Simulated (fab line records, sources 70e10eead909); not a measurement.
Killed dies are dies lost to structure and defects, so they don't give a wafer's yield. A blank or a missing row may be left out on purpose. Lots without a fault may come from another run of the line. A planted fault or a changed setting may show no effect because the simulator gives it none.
A struck lot beside a sound one | flow nand_harc | 13 steps out of a route of 1302
Sound: wafers L304.1, L304.4, L304.6. Struck: wafers L309.1, L309.4, L309.5. The cause comes at the end.
At each step with rows: each side's tool, then ch and its chambers, then its first start. Under that, the readings that differ: sound wafers | struck wafers | difference of the means | sigmas: that difference in standard deviations of wafers without a fault.
alike: readings whose means differ by less than 2 such deviations, and words and numbers that are the same on both sides. not compared: withheld readings, readings that some wafer has no value for, bounds like >300 that may hide the same value, and numbers for which the record gives no deviation and whose values overlap.
The two part at a step that has a row with sigmas, a row that says differs or no value, or rows on one side only. Numbers that don't overlap but have no deviation are shown without sigmas and don't part them. A reading that every wafer of one side lacks parts them only if that side has two wafers or more.

first, 1 step without rows for these wafers: NHARC_A_ONON_D1_DEP_03 (target thk 1000 nm).
NHARC_A_ONON_D1_THK_MEAS_05: measures by ellipsometry.
  sound on film_metro-01, day 11 15:58; struck on film_metro-02, day 13 19:00
  alike: thk_nm
then, 1 step without rows for these wafers: NHARC_A_ONON_D1_DEP_06 (target thk 1000 nm).
NHARC_A_ONON_D1_THK_MEAS_08: measures by ellipsometry.
  sound on film_metro-02, day 11 16:32; struck on film_metro-02, day 13 19:34
  alike: thk_nm
then, 1 step without rows for these wafers: NHARC_A_ONON_D1_DEP_09 (target thk 1000 nm).
NHARC_A_ONON_D1_THK_MEAS_11: measures by ellipsometry.
  sound on film_metro-02, day 11 17:07; struck on film_metro-01, day 13 20:08
  alike: thk_nm
then, 1 step without rows for these wafers: NHARC_A_ONON_D1_DEP_12 (target thk 1000 nm).
NHARC_A_ONON_D1_THK_MEAS_14: measures by ellipsometry.
  sound on film_metro-02, day 11 17:40; struck on film_metro-01, day 13 20:43
  alike: thk_nm
then, 2 steps without rows for these wafers: NHARC_A_ONON_D1_ANNEAL_15 (time 3600 s); NHARC_A_ONON_D1_DEP_16 (target thk 1000 nm).
NHARC_A_ONON_D1_THK_MEAS_18: measures by ellipsometry.
  sound on film_metro-01, day 12 01:25; struck on film_metro-01, day 14 04:28
  alike: thk_nm
NHARC_A_ONON_D1_DEP_19: target thk 1000 nm.
  sound on pecvd_onon-02 ch 0, day 12 01:29; struck on pecvd_onon-02, day 14 04:32
  no value came back on the struck wafers for n2_flow_sccm (sccm), n2o_flow_sccm (sccm), sih4_flow_sccm (sccm); on the sound wafers n2_flow_sccm (sccm) reads 2749 2746 2761
-- the record jumps here: 16 days lie between the struck wafers' starts before and after (it left off in module A_ONON_D1 and takes up again in module END, whose first step shown is number 1302 of the route) --
NHARC_END_SORT_01:
  sound on prober-02 ch 0, day 28 14:39; struck on prober-01 ch 0, day 30 05:26
  reading         | sound    | struck      | difference | sigmas
  killed_at_array | 66 67 65 | 671 674 675 | +607       | +30
  killed_dies     | 71 75 67 | 677 677 677 | +606       | +29
  alike: killed_at_other, killed_at_periphery, killed_open, killed_short

WHERE THEY PART
First at NHARC_A_ONON_D1_DEP_19; last, within this record, at NHARC_END_SORT_01.

WHY: what the simulator had put in
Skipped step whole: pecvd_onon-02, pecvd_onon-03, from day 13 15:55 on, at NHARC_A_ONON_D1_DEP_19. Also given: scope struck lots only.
